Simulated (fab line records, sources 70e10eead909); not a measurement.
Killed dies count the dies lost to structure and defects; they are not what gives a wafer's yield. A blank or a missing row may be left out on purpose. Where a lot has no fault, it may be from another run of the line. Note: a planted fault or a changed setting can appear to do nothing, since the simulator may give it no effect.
fab line records | flow nandHarc
record: lots: 7 | wafers: 21 | lastDay: 31
route steps=1302 shown P_CONTACT@249 P_M0@253
lots that met no fault: taken from a fault-free run of the same line
startH: hours from the record's first day to the start of the lot's first wafer shown | waitH: time in hours since the lot's previous step | " repeats the value in the row above | L1.1+2: a row that stands for several wafers | - no value, or no start given | * or withheld: withheld | < > ~ a bound
route shown NAME@n: NAME is a module with steps in the file, n the number in the route of the first one | usual: mean/standard deviation of fault-free wafers | same: alike in all rows | chamber/n: place in a boat | sites: each site's reading | _std_site: standard deviation of those values | _edge_site: inner sites' mean taken away from outer sites' mean | radiusMm: how far each site lies from the wafer's centre | mask NAME#n: copy n | behind: tool/chamber where the wafer was last shaped | hold: cause of the lot's hold/its duration in hours/its outcome | device: whichever transistor did not switch (one of n, p or np) | end of line: at the end of the route, the tests of the same wafers | for a step that has no rows: nothing shown but its recipe | killed: dies lost to structure and defects at the first sort, not the wafer's yield | map: the dies of a wafer, with x for killed, . for not killed, _ for no die there
set.NAME: the setting as run; set.NAME@STEP: as run at that earlier step | model.NAME: the simulator's own value behind a step, which no gauge read
a table for each step, a row for each wafer; lots at some steps of the route
services: from which hour (startH, from the record's first day; less than 0 if before it) a tool's chamber was out of use, for how many hours, and why
== steps ==
step: NHARC_P_CONTACT_CMP_24
recipe: tOverpolishS: 30 | targetThkNm: 200
usual: motorCurrentA: 11.9/0.97 | overpolishRunS: 30.000/0.0086 | padLifeWafers: 193/110 | slurryFilterDpKPa: 13.48/0.13 | slurryFlowMlMin: 150.0/0.44 | timeToEndpointS: 39.5/2.6
lot.wafer | tool   | chamber | startH | waitH | motorCurrentA | overpolishRunS | padLifeWafers | slurryFilterDpKPa | slurryFlowMlMin | timeToEndpointS
L671.3    | cmp-01 | 0       | 179.33 | 0.3   | 11.3          | 29.999         | 295           | 13.42             | 149.4           | 38.7
L671.4    | "      | 2       | "      | "     | 13.2          | 30.000         | 297           | 13.56             | 150.2           | 36.0
L671.6    | "      | 3       | "      | "     | 12.0          | 30.013         | -             | 13.35             | 150.1           | 36.7
L673.1    | cmp-02 | 2       | 193.56 | 0.6   | 11.4          | 29.999         | 180           | 13.35             | 149.6           | 42.5
L673.2    | "      | 0       | "      | "     | 11.0          | 30.001         | 182           | 13.67             | 149.5           | 42.0
L673.5    | "      | 2       | "      | "     | 11.3          | 29.984         | -             | 13.45             | 149.2           | 44.5
L676.4    | cmp-02 | 1       | 229.51 | 0.3   | 13.0          | 29.999         | 313           | 13.54             | 150.4           | 43.0
L676.1    | "      | 2       | "      | "     | 10.9          | 29.994         | 314           | 13.81             | 150.7           | 42.9
L676.5    | "      | 0       | "      | "     | 11.8          | 29.997         | -             | 13.21             | 150.7           | 39.3
L677.4    | cmp-04 | 1       | 235.65 | 0.4   | 12.6          | 29.995         | 84            | 13.67             | 149.7           | 37.5
L677.3    | "      | 0       | "      | "     | 14.1          | 29.991         | 87            | 13.34             | 149.7           | 37.9
L677.5    | "      | 1       | "      | "     | 12.3          | 30.001         | -             | 13.38             | 149.9           | 39.5
L678.4    | cmp-02 | 3       | 238.45 | 0.3   | 11.6          | 29.988         | 6             | 13.51             | 149.5           | 42.2
L678.3    | "      | 2       | "      | "     | 10.9          | 30.003         | 9             | 13.64             | 149.6           | 41.5
L678.6    | "      | 3       | "      | "     | 11.2          | 30.005         | -             | 13.61             | 150.4           | 36.2
L680.1    | cmp-01 | 1       | 270.63 | 0.6   | 10.8          | 30.011         | 284           | 13.60             | 149.7           | 39.6
L680.4    | "      | 2       | "      | "     | 12.8          | 29.998         | 285           | 13.55             | 149.8           | 34.2
L680.6    | "      | 3       | "      | "     | 12.1          | 29.992         | -             | 13.38             | 150.2           | 39.2
L684.3    | cmp-04 | 2       | 296.12 | 0.3   | 11.3          | 29.998         | 313           | 13.34             | 149.9           | 38.0
L684.4    | "      | 3       | "      | "     | 11.6          | 30.005         | 314           | 13.51             | 149.5           | 42.5
L684.2    | "      | 0       | "      | "     | 13.9          | 30.000         | 315           | 13.61             | 150.4           | 40.9
step: NHARC_P_CONTACT_SRD_26
step: NHARC_P_CONTACT_INSPECT_27
usual: rawDefectCount: 271/120
lot.wafer | tool             | chamber | startH | waitH | rawDefectCount
L671.3    | defectInspect-02 | -       | 179.71 | 0.1   | 250
L671.4    | "                | -       | "      | "     | 115
L671.6    | "                | -       | "      | "     | 154
L673.1    | defectInspect-02 | -       | 193.97 | 0.1   | 357
L673.2    | "                | -       | "      | "     | 294
L673.5    | "                | -       | "      | "     | 297
L676.1    | defectInspect-02 | -       | 229.91 | 0.1   | 345
L676.4    | "                | -       | "      | "     | 271
L676.5    | "                | -       | "      | "     | 317
L677.3    | defectInspect-02 | -       | 236.06 | 0.1   | 423
L677.4    | "                | -       | "      | "     | 406
L677.5    | "                | -       | "      | "     | 536
L678.3    | defectInspect-01 | -       | 238.85 | 0.1   | 177
L678.4    | "                | -       | "      | "     | 221
L678.6    | "                | -       | "      | "     | 146
L680.1    | defectInspect-01 | -       | 270.98 | 0.1   | 353
L680.4    | "                | -       | "      | "     | 448
L680.6    | "                | -       | "      | "     | 361
L684.2    | defectInspect-02 | -       | 296.49 | 0.1   | 414
L684.3    | "                | -       | "      | "     | 522
L684.4    | "                | -       | "      | "     | 374
step: NHARC_P_M0_DEP_00
recipe: targetThkA: 1500 | targetThkNm: 150 | tempC: withheld | pressureTorr: 5 | flowSccm: 200 | rfW: 600 | material: SiOC
step: NHARC_P_M0_DEHYDRATE_01
recipe: tempC: 150 | timeS: 120
step: NHARC_P_M0_HMDS_02
recipe: timeS: 30
step: NHARC_P_M0_COAT_33
recipe: tempC: 200 | timeS: 65
step: NHARC_P_M0_COAT_03
recipe: spinRpm: 1500 | resistThkNm: 90
step: NHARC_P_M0_SOFTBAKE_04
recipe: tempC: 105 | timeS: 55
step: NHARC_P_M0_EBR_05
step: NHARC_P_M0_EXPOSE_06
recipe: na: 1.35 | targetCdNm: 90 | doseMj: 81.28 | maskId: P_M0
step: NHARC_P_M0_PEB_07
recipe: pebTempC: 100 | pebTimeS: 65
usual: chillPlateTempC: 23.01/0.11 | exhaustPa: 45.1/0.87
lot.wafer | tool          | chamber | startH | waitH | chillPlateTempC | exhaustPa
L671.3    | lithoTrack-04 | 0       | 180.54 | 0.0   | 22.84           | 45.4
L671.4    | "             | 0       | "      | "     | 22.92           | 45.0
L671.6    | "             | 0       | "      | "     | 22.89           | 45.1
L673.1    | lithoTrack-01 | 0       | 194.79 | 0.1   | 22.81           | 44.3
L673.2    | "             | 0       | "      | "     | 22.89           | 45.6
L673.5    | "             | 0       | "      | "     | 23.02           | 45.6
L676.1    | lithoTrack-06 | -       | 230.61 | 0.1   | -               | -
L676.4    | "             | -       | "      | "     | -               | -
L676.5    | "             | -       | "      | "     | -               | -
L677.3    | lithoTrack-06 | -       | 236.76 | 0.0   | -               | -
L677.4    | "             | -       | "      | "     | -               | -
L677.5    | "             | -       | "      | "     | -               | -
L678.3    | lithoTrack-04 | -       | 239.94 | 0.0   | -               | -
L678.4    | "             | -       | "      | "     | -               | -
L678.6    | "             | -       | "      | "     | -               | -
L680.1    | lithoTrack-04 | 0       | 271.68 | 0.1   | 22.92           | 45.8
L680.4    | "             | 0       | "      | "     | 23.05           | 43.7
L680.6    | "             | 0       | "      | "     | 22.93           | 42.9
L684.2    | lithoTrack-01 | 0       | 297.31 | 0.1   | 23.06           | 45.9
L684.3    | "             | 0       | "      | "     | 22.84           | 45.5
L684.4    | "             | 0       | "      | "     | 22.89           | 44.8
step: NHARC_P_M0_DEVELOP_08
recipe: developTimeS: 35 | devTempC: 23
== services ==
tool          | chamber | startH | hours | kind
cmp-02        | -       | 175.77 | 1.1   | repair
lithoTrack-06 | -       | 179.00 | 7.0   | pm
cmp-04        | -       | 181.24 | 1.1   | repair
cmp-01        | -       | 183.76 | 0.3   | repair
cmp-04        | -       | 199.83 | 0.9   | repair
lithoTrack-04 | -       | 203.00 | 7.0   | pm
cmp-01        | -       | 204.01 | 4.0   | pm
cmp-01        | -       | 208.01 | -     | consumableReplace:conditioner
cmp-01        | -       | 208.01 | -     | consumableReplace:pad
cmp-04        | -       | 209.00 | 4.0   | pm
cmp-04        | -       | 213.00 | -     | consumableReplace:conditioner
cmp-04        | -       | 213.00 | -     | consumableReplace:pad
lithoTrack-01 | -       | 217.02 | -     | consumableReplace:filter
cmp-04        | -       | 228.72 | 2.8   | repair
cmp-02        | -       | 233.10 | 4.0   | pm
cmp-01        | -       | 234.56 | 4.3   | repair
cmp-02        | -       | 237.10 | -     | consumableReplace:conditioner
cmp-02        | -       | 237.10 | -     | consumableReplace:pad
cmp-01        | -       | 271.89 | 3.2   | repair
cmp-04        | -       | 273.61 | 4.7   | repair
== key ==
firstSign: step: NHARC_P_M0_PEB_07 | reading: toolRecord | direction: missing
effect none on later readings
metAt NHARC_P_M0_PEB_07
struckWafers L676.1,L676.4,L676.5,L677.3,L677.4,L677.5,L678.3,L678.4,L678.6
laterRowsLeftOut L676.1,L676.4,L676.5,L677.3,L677.4,L677.5,L678.3,L678.4,L678.6
sortLeftOut L676.1,L676.4,L676.5,L677.3,L677.4,L677.5,L678.3,L678.4,L678.6
onsetBetween 180.54 230.61
fault: kind: skippedStepWhole | tool: lithoTrack-04,lithoTrack-06 | chamber: - | onsetH: 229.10 | steps: NHARC_P_M0_PEB_07 | scope: struckLotsOnly
sortLeftOut: the simulated sort isn't trusted on such a fault, so these wafers' sort isn't shown, and their yield isn't known
laterRowsLeftOut: the simulator's readings of these wafers behind a module that went badly wrong aren't trusted and aren't shown, but for the sort
